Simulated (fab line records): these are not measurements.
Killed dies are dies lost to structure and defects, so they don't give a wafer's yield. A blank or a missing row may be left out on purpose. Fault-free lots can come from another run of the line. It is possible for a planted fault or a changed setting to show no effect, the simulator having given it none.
Code-filled problem report in 8D (eight disciplines) form :: flow n5 finfet :: the parts of the form that need people (team, actions taken, sign-off) are left out

== 1. THE ISSUE ==
Mean of bias w at N5_BEOL_M3_ETCH_70: 157.1 W across 9 wafers in 3 lots; on wafers with no fault it is 150.0 W (standard deviation 0.46). That puts it +16 standard deviations away from the usual mean.
The step: etches SOC in N2/H2, target depth 80 nm, overetch 16 nm, time 120 s.
First observed at day 9 06:43: wafer L681.1, on rie diel-01. At this step, 15 wafers from 5 lots have a number in the record. By rule, "out" or "out of limits" means more than 4 standard deviations away from the usual mean. The rest of the wafers with a number are treated as sound.

== 2. WHAT IT IS AND WHAT IT IS NOT ==
question: which readings at this step
is: bias w, rf vpp V
is not: drypump motor current A, oes product au, showerhead plenum p Torr, throttle valve pct

question: which lots
is: L681, L683, L685
is not: L684, L693

question: which wafers of those lots
is: all that have a number
is not: -

question: read on which tools
is: rie diel-01
is not: rie diel-03

question: when
is: from day 9 06:43
is not: up to then (0 sound wafers); but 6 sound wafers of L684, L693 came after

== 3. THE SUSPECTS, EACH WITH WHAT RULES IT OUT ==
Counting: a tool at any process step up to the reading remains a suspect when it ran all the lots that are out and ran no sound lot after the first of those.
- rie diel-01 at N5_BEOL_M3_ETCH_70 (etches SOC in N2/H2, target depth 80 nm, overetch 16 nm, time 120 s): ruled out as a lasting fault. Sound lots L693 ran on it after its first lot that is out, L681 (day 9 06:43).
Left after counting: nothing in the record.

== 4. THE CAUSE (what the simulator had put in) ==
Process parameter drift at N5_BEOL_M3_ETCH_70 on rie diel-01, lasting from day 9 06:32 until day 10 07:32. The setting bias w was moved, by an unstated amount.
Counting ruled it out, wrongly.

== 5. THE CHAIN OF EFFECTS, in route order ==
One row per reading whose mean, taken over the struck wafers that have a number, lies over 3 standard deviations from the usual. Readings are gone through only where the record gives a usual standard deviation; hours: the median, over the lots, of the time from a lot's start at the first step in this table giving one to that lot's start at this step; sigmas: the change measured in usual standard deviations.
hours: 0
step: N5_BEOL_M3_ETCH_70
reading: bias w
usual: 150.0 W
on struck wafers: 157.1
change: +7.1
sigmas: +16

hours: 0
step: N5_BEOL_M3_ETCH_70
reading: rf vpp V
usual: 523.7 V
on struck wafers: 539.7
change: +16.0
sigmas: +6.4
The process steps in it:
- N5_BEOL_M3_ETCH_70: etches SOC in N2/H2, target depth 80 nm, overetch 16 nm, time 120 s.
Later steps that measure or inspect, where all struck wafers having a row at the step show a number for every such reading and not one has moved that far: N5_BEOL_M4_RC_MEAS_101.

== 6. HOW IT WOULD HAVE BEEN CAUGHT EARLIER ==
In this record no reading fell out of limits until day 9 06:43, 0 hours after the fault had begun at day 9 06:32.
